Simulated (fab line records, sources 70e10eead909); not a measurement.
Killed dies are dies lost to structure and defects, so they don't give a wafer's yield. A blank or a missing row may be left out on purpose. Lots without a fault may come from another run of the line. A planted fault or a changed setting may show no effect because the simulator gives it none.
fab line records | flow nand_harc
record lots=14 wafers=42 last_day=34
route steps=1302 shown A_ONON_D2@554 END@1302
lots that met no fault: from a run of the same line without faults
start_h: hours from the record's first day to the start of the lot's first wafer shown | wait_h: hours since the lot's step before | " the same as in the row above | L1.1+2: a row that stands for several wafers | - no value, or no start given | * or withheld: withheld | < > ~ a bound
route shown NAME@n: a module of which the file shows steps, and the number in the route of the first | usual: mean/standard deviation of fault-free wafers | same: alike in all rows | chamber/n: place in a boat | sites: the reading at each site | _std_site: their standard deviation | _edge_site: outer sites' mean less inner sites' | radius_mm: how far each site lies from the wafer's centre | mask NAME#n: copy n | behind: the tool/chamber that last shaped the wafer | hold: why the lot was held/for how many hours/how that ended | device: the transistor (n, p or np) that didn't switch | end of line: the same wafers' tests at the end of the route | a step without rows: its recipe alone | killed: dies lost to structure and defects at the first sort, not the wafer's yield | map: a wafer's dies, x killed, . not, _ none there
set.NAME: the setting as run; set.NAME@STEP: as run at that earlier step | model.NAME: the simulator's own value behind a step, which no gauge read
steps of the route over a sample of lots; a table a step, a row a wafer
services: from which hour (start_h, from the record's first day; less than 0 if before it) a tool's chamber was out of use, for how many hours, and why
## steps
# step NHARC_A_ONON_D2_THK_MEAS_14
# recipe thk_meas_gauge=ellipsometry
# usual thk_nm=999/12
# columns lot.wafer tool chamber start_h wait_h thk_nm
L684.2 film_metro-02 - 283.68 - 981
L684.3 " - " " 982
L684.5 " - " " 982
L683.3 film_metro-02 - 294.26 - 1012
L683.4 " - " " 1012
L683.5 " - " " 1012
L686.2 film_metro-02 - 304.57 - 1006
L686.4 " - " " 1005
L686.6 " - " " 1006
L688.2 film_metro-02 - 330.19 - 1018
L688.5 " - " " 1019
L688.6 " - " " 1017
L691.1 film_metro-01 - 362.58 - 995
L691.5 " - " " 993
L691.6 " - " " 994
L692.1 film_metro-01 - 363.35 - 1013
L692.3 " - " " 1013
L692.4 " - " " 1015
L694.3 film_metro-01 - 380.74 - 984
L694.4 " - " " 983
L694.5 " - " " 984
L695.1 film_metro-01 - 395.75 - 992
L695.5 " - " " 992
L695.6 " - " " 994
L698.2 film_metro-01 - 417.31 - 999
L698.3 " - " " 998
L698.6 " - " " 999
L696.1 film_metro-01 - 417.66 - 997
L696.4 " - " " 999
L696.6 " - " " 999
L699.1 film_metro-01 - 441.65 - 1008
L699.3 " - " " 1009
L699.6 " - " " 1008
L704.3 film_metro-02 - 498.76 - 1008
L704.4 " - " " 1010
L704.6 " - " " 1008
L705.1 film_metro-01 - 499.11 - 1004
L705.3 " - " " 1004
L705.6 " - " " 1005
L706.1 film_metro-02 - 504.33 - 998
L706.2 " - " " 1001
L706.5 " - " " 999
# step NHARC_A_ONON_D2_DEP_16
# recipe target_thk_a=10000 n2_flow_sccm=2750 n2o_flow_sccm=2000 nh3_flow_sccm=500 sih4_flow_sccm=210 temp_c=400
# columns lot.wafer tool chamber start_h wait_h
L684.2+3+5 pecvd_onon-04 0 290.46 0.4
L683.3+4+5 pecvd_onon-01 0 301.91 0.5
L686.2+4+6 pecvd_onon-03 0 312.04 0.4
L688.2+5+6 pecvd_onon-01 0 337.08 0.4
L691.1+5+6 pecvd_onon-03 0 369.40 0.4
L692.1+3+4 pecvd_onon-01 0 369.76 0.7
L694.3+4+5 pecvd_onon-03 0 388.08 0.5
L695.1+5+6 pecvd_onon-03 0 403.00 0.4
L696.1+4+6 pecvd_onon-04 0 424.50 0.4
L698.2+3+6 pecvd_onon-03 0 424.56 0.4
L699.1+3+6 pecvd_onon-03 0 448.04 0.4
L705.1+3+6 pecvd_onon-01 0 506.13 0.4
L704.3+4+6 pecvd_onon-03 0 506.25 0.5
L706.1+2+5 pecvd_onon-01 0 513.46 0.4
# step NHARC_A_ONON_D2_THK_MEAS_18
# recipe thk_meas_gauge=ellipsometry
# usual thk_nm=1000/9.5
# columns lot.wafer tool chamber start_h wait_h thk_nm
L684.2 film_metro-01 - 290.91 - 993
L684.3 " - " " 994
L684.5 " - " " 993
L683.3 film_metro-02 - 302.31 - 1003
L683.4 " - " " 1004
L683.5 " - " " 1003
L686.2 film_metro-01 - 312.50 - 1004
L686.4 " - " " 1004
L686.6 " - " " 1003
L688.2 film_metro-01 - 337.53 - 993
L688.5 " - " " 993
L688.6 " - " " 994
L691.1 film_metro-02 - 369.90 - 1018
L691.5 " - " " 1018
L691.6 " - " " 1015
L692.1 film_metro-02 - 370.27 - 989
L692.3 " - " " 990
L692.4 " - " " 991
L694.3 film_metro-01 - 388.48 - 1010
L694.4 " - " " 1011
L694.5 " - " " 1010
L695.1 film_metro-02 - 403.51 - 996
L695.5 " - " " 996
L695.6 " - " " 996
L698.2 film_metro-02 - 425.01 - 1603
L698.3 " - " " 1603
L698.6 " - " " 1602
L696.1 film_metro-01 - 425.01 - 1013
L696.4 " - " " 1013
L696.6 " - " " 1011
L699.1 film_metro-02 - 448.55 - 1583
L699.3 " - " " 1585
L699.6 " - " " 1583
L705.1 film_metro-01 - 506.63 - 1004
L705.3 " - " " 1006
L705.6 " - " " 1005
L704.3 film_metro-02 - 506.64 - 998
L704.4 " - " " 998
L704.6 " - " " 997
L706.1 film_metro-02 - 513.97 - 1001
L706.2 " - " " 999
L706.5 " - " " 1000
# step NHARC_END_SORT_01
# recipe temp_c=25
# usual killed_at_array=41/10 killed_at_other=0.8/0.91 killed_at_periphery=4.2/2.9 killed_dies=46/10 killed_open=3.5/2.1 killed_short=2.5/1.6
# same gross_dies=677
# columns lot.wafer tool chamber start_h wait_h killed_at_array killed_at_other killed_at_periphery killed_dies killed_open killed_short
L688.2 prober-02 0 604.47 2.8 44 0 0 44 0 1
L688.5 prober-02 0 606.86 3.7 40 0 5 45 6 3
L688.6 prober-02 0 607.66 4.0 53 4 2 59 3 5
L698.2 prober-02 0 701.31 2.8 675 0 2 677 6 1
L698.3 prober-02 0 702.12 3.1 677 0 0 677 6 3
L698.6 prober-02 0 704.56 4.1 674 1 2 677 4 3
L699.1 prober-02 0 728.40 2.5 676 0 1 677 2 2
L699.3 prober-02 0 730.04 3.2 676 1 0 677 2 3
L699.6 prober-02 0 732.49 4.1 673 0 4 677 2 2
L705.1 prober-02 0 803.08 2.5 41 0 7 48 2 4
L705.3 prober-02 0 804.68 3.1 49 1 4 54 2 4
L705.6 prober-02 0 807.08 4.0 56 2 6 64 3 6
# killed by level:class
L688.2 A_CHANNEL_HOLE_D2:chamber_film_flake=15 A_CHANNEL_HOLE_D1:chamber_film_flake=11 A_SLIT:chamber_film_flake=10 A_CONTACT:chamber_film_flake=4 A_ONON_D2:geometric_particle:short=1 A_DECK1_JOINT:chamber_film_flake=1 A_STAIRCASE:chamber_film_flake=1 A_SGD_CUT:chamber_film_flake=1
L688.5 A_CHANNEL_HOLE_D1:chamber_film_flake=11 A_CHANNEL_HOLE_D2:chamber_film_flake=10 A_SLIT:chamber_film_flake=9 P_GATE:chamber_film_flake=2 A_CONTACT:chamber_film_flake=2 P_CONTACT:geometric_particle:open=1 P_M0:geometric_particle:short=1 A_ONON_D1:geometric_particle:open=1
L688.6 A_CHANNEL_HOLE_D2:chamber_film_flake=14 A_SLIT:chamber_film_flake=14 A_CHANNEL_HOLE_D1:chamber_film_flake=12 THIN_TSV:chamber_film_flake=4 A_CONTACT:chamber_film_flake=3 A_M0:geometric_particle:short=2 A_CHANNEL_FILL_D1:chamber_film_flake=2 P_GATE:geometric_particle:open=1
L698.2 A_ONON_D2:area_dep=637 A_CHANNEL_HOLE_D2:chamber_film_flake=14 A_CONTACT:chamber_film_flake=6 A_DECK1_JOINT:chamber_film_flake=4 A_CHANNEL_FILL_D2:chamber_film_flake=2 A_STAIRCASE:chamber_film_flake=2 A_SLIT:chamber_film_flake=2 P_GATE:geometric_particle:open=1
L698.3 A_ONON_D2:area_dep=633 A_CHANNEL_HOLE_D2:chamber_film_flake=12 A_CONTACT:chamber_film_flake=7 A_SLIT:chamber_film_flake=6 A_DECK1_JOINT:chamber_film_flake=3 A_SOURCE_PLATE:geometric_particle:open=2 A_M0:geometric_particle:short=2 A_CHANNEL_HOLE_D1:chamber_film_flake=2
L698.6 A_ONON_D2:area_dep=640 A_CONTACT:chamber_film_flake=9 A_CHANNEL_HOLE_D2:chamber_film_flake=8 A_CHANNEL_HOLE_D1:chamber_film_flake=3 A_STAIRCASE:chamber_film_flake=3 A_CHANNEL_FILL_D2:geometric_particle:open=2 A_CHANNEL_FILL_D1:chamber_film_flake=2 A_DECK1_JOINT:chamber_film_flake=2
L699.1 A_ONON_D2:area_dep=606 A_CHANNEL_HOLE_D1:chamber_film_flake=19 A_SLIT:chamber_film_flake=14 A_CONTACT:chamber_film_flake=12 A_CHANNEL_HOLE_D2:chamber_film_flake=11 A_STAIRCASE:chamber_film_flake=6 A_M0:geometric_particle:open=2 A_CHANNEL_FILL_D1:chamber_film_flake=2
L699.3 A_ONON_D2:area_dep=614 A_SLIT:chamber_film_flake=16 A_CHANNEL_HOLE_D1:chamber_film_flake=13 A_CONTACT:chamber_film_flake=10 A_CHANNEL_HOLE_D2:chamber_film_flake=9 A_CHANNEL_FILL_D1:chamber_film_flake=3 A_BONDPAD:chamber_film_flake=3 A_ONON_D2:geometric_particle:short=1
L699.6 A_ONON_D2:area_dep=626 A_CHANNEL_HOLE_D1:chamber_film_flake=19 A_SLIT:chamber_film_flake=13 A_CONTACT:chamber_film_flake=4 A_CHANNEL_HOLE_D2:chamber_film_flake=3 A_STAIRCASE:chamber_film_flake=3 A_ONON_D1:geometric_particle:short=2 P_GATE:chamber_film_flake=2
L705.1 A_SLIT:chamber_film_flake=12 A_CONTACT:chamber_film_flake=9 A_CHANNEL_HOLE_D2:chamber_film_flake=8 A_SGD_CUT:chamber_film_flake=4 P_STI:chamber_film_flake=2 P_CONTACT:chamber_film_flake=2 P_BONDPAD:chamber_film_flake=2 A_STAIRCASE:chamber_film_flake=2
L705.3 A_CONTACT:chamber_film_flake=15 A_SLIT:chamber_film_flake=12 A_CHANNEL_HOLE_D2:chamber_film_flake=9 P_BONDPAD:chamber_film_flake=3 A_SGD_CUT:chamber_film_flake=3 A_CHANNEL_FILL_D2:geometric_particle:short=2 A_CHANNEL_FILL_D1:geometric_particle:open=1 A_CHANNEL_FILL_D1:geometric_particle:short=1
L705.6 A_CONTACT:chamber_film_flake=18 A_CHANNEL_HOLE_D2:chamber_film_flake=16 A_SLIT:chamber_film_flake=12 THIN_TSV:chamber_film_flake=2 P_CONTACT:geometric_particle:short=2 A_DECK1_JOINT:geometric_particle:short=2 A_CHANNEL_FILL_D2:chamber_film_flake=1 P_M0:geometric_particle:open=1
## services
# columns tool chamber start_h hours kind
pecvd_onon-01 - 267.05 3.5 repair
pecvd_onon-01 - 287.94 5.8 repair
pecvd_onon-04 - 316.48 13.0 pm
pecvd_onon-03 - 408.00 13.0 pm
pecvd_onon-01 - 451.64 13.0 pm
pecvd_onon-03 - 481.26 9.3 repair
pecvd_onon-04 - 497.48 13.0 pm
## key
first_sign step=NHARC_A_ONON_D2_THK_MEAS_18 reading=thk_nm direction=up sigmas=62 usual=1000 struck=1593
effect step=NHARC_END_SORT_01 reading=killed_dies direction=up sigmas=63 usual=46 struck=677
more_kills_born_at NHARC_A_ONON_D2_DEP_16@pecvd_onon-03=3756
met_at NHARC_A_ONON_D2_DEP_16
struck_lots L698,L699
struck_wafers L698.2,L698.3,L698.6,L699.1,L699.3,L699.6
later_rows_left_out L698.2,L698.3,L698.6,L699.1,L699.3,L699.6
tester_left_out L698,L699
not_acting_at NHARC_A_ONON_D2_THK_MEAS_14
onset_between 403.00 424.56
fault kind=process_parameter_drift tool=pecvd_onon-03 chamber=0 onset_h=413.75 steps=NHARC_A_ONON_D2_DEP_16 channel=target_thk_a offset=* shape=step end_h=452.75 acts_in=* stated=*
# tester_left_out: of these lots the tester's yield and bins aren't shown, on N5 and GAA mostly nor the transistor test; their killed dies are dies lost to structure and defects alone, not to doping, threshold or leakage, so they don't give the yield
# later_rows_left_out: the simulator's readings of these wafers behind a module that went badly wrong aren't trusted and aren't shown, but for the sort
